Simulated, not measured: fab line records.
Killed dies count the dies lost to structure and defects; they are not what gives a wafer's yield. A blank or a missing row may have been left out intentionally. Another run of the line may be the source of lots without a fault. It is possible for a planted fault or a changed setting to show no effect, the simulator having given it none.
Matching of chambers | flow nand-harc | 4 sister chambers for NHARC_P_BONDPAD_DESCUM_11 on rie-diel-10
The step chemistry O2, time 3 s. 4 wafers are shown with their chamber, then 8 later ones without.

EACH WAFER AND ITS CHAMBER
wafer  | chamber | drypump-motor-current-A (A)
L091.2 | 1       | 5.9
L092.3 | 2       | 5.7
L092.4 | 3       | 5.9
L095.1 | 0       | 6.0

WAFERS WITHOUT THEIR CHAMBER
wafer  | drypump-motor-current-A (A)
L095.5 | 5.9
L095.6 | 5.8
L096.1 | 5.8
L096.3 | 6.0
L096.5 | 6.0
L097.1 | 5.7
L097.3 | 6.0
L097.6 | 5.7

WHICH CHAMBER EACH WENT THROUGH
wafer  | from the rows above          | in truth
L095.5 | can't be placed: 1 or 3      | 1
L095.6 | can't be placed: 2 or 1 or 3 | 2
L096.1 | can't be placed: 2 or 1 or 3 | 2
L096.3 | 0                            | 0
L096.5 | 0                            | 0
L097.1 | 2                            | 2
L097.3 | 0                            | 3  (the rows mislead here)
L097.6 | 2                            | 2
4 of 8 placed correctly. From these rows, 3 cannot be placed; in 3 the true chamber is one of the candidates. Placed wrongly: 1.
How it was worked out, from the rows above alone: a wafer's distance from a chamber is the root of the sum, over the readings, of the square of ((its reading less the chamber's mean) divided by the reading's scatter). The wafer belongs to the nearest chamber; if the next one is less than 2 further off, it can't be placed. A chamber's mean is the mean of its shown wafers. The scatter: with one shown wafer a chamber, the root of the mean of the squares of how far each hidden wafer lies from its nearest shown one.
